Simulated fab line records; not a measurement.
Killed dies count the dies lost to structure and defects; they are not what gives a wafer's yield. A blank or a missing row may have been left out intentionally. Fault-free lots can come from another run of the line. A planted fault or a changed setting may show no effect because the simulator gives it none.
Shared-tool check :: flow nand_harc :: 1 lot, 3 wafers sampled

== REASON IT WAS OPENED ==
At NHARC_END_SORT_01 the reading killed_at_periphery is flagged on 1 of 1 lot. Fault-free wafers read 3.4, with a standard deviation of 2.2.
Rule: a lot gets a flag if all its wafers with a number sit over 4 standard deviations from that mean, or if no wafer of it has a number. The other lots count as sound.

lot: L831
measured: day 23 03:16
on: prober-01
killed_at_periphery, wafer by wafer: 649 651 643
flag: FLAGGED
The numbers of the flagged lots are 647.7 on average: +644.3 against the usual, or +99 or more standard deviations.

== WHICH TOOL EACH LOT WENT THROUGH ==
Before the reading, the record contains 3 process steps out of a 1159-step route. Each cell gives the tool, then ch followed by the chambers the sampled wafers passed through, then the start.
lot: L831
flag: FLAGGED
NHARC_P_ZERO_WELL_DESCUM_26: rie_diel-10 ch 0,2,3, day 5 14:45
NHARC_P_ZERO_WELL_EXPOSE_34: krf_scanner-03 ch 0, day 5 16:05
NHARC_P_GATE_STRIP_101: no row
What is done by these steps:
- NHARC_P_ZERO_WELL_DESCUM_26: chemistry O2, time 3 s.
- NHARC_P_ZERO_WELL_EXPOSE_34: exposes mask P PWELL, target cd 720 nm.
- NHARC_P_GATE_STRIP_101: strips in O2, time 20 s.
- NHARC_END_SORT_01

== FLAGGED OVER TOTAL, TOOL BY TOOL (the gauges that took the reading come last) ==
step: NHARC_P_ZERO_WELL_DESCUM_26
tool: rie_diel-10
lots run: 1
flagged: 1
share of the flagged lots: all
sound lots run after its first flagged lot: 0

step: NHARC_P_ZERO_WELL_EXPOSE_34
tool: krf_scanner-03
lots run: 1
flagged: 1
share of the flagged lots: all
sound lots run after its first flagged lot: 0

step: NHARC_END_SORT_01
tool: prober-01
lots run: 1
flagged: 1
share of the flagged lots: all
sound lots run after its first flagged lot: 0

== WHAT THE TABLE PERMITS ==
rie_diel-10 at NHARC_P_ZERO_WELL_DESCUM_26, krf_scanner-03 at NHARC_P_ZERO_WELL_EXPOSE_34 and prober-01 at NHARC_END_SORT_01: these 3 rows of the table ran every flagged lot.
- rie_diel-10 at NHARC_P_ZERO_WELL_DESCUM_26: 1 of its 1 lot flagged. With no sound lot run before its first flagged lot in this sample, there is nothing to narrow down the start.
- krf_scanner-03 at NHARC_P_ZERO_WELL_EXPOSE_34: 1 of its 1 lot flagged. With no sound lot run before its first flagged lot in this sample, there is nothing to narrow down the start.
- prober-01 at NHARC_END_SORT_01: 1 of its 1 lot flagged. With no sound lot run before its first flagged lot in this sample, there is nothing to narrow down the start.
Counting lots can't tell these 3 tools apart, because each fits a fault that began at some hour. More lots, or a look at what each step does to the wafer, might.

== WHAT THE SIMULATOR PUT IN ==
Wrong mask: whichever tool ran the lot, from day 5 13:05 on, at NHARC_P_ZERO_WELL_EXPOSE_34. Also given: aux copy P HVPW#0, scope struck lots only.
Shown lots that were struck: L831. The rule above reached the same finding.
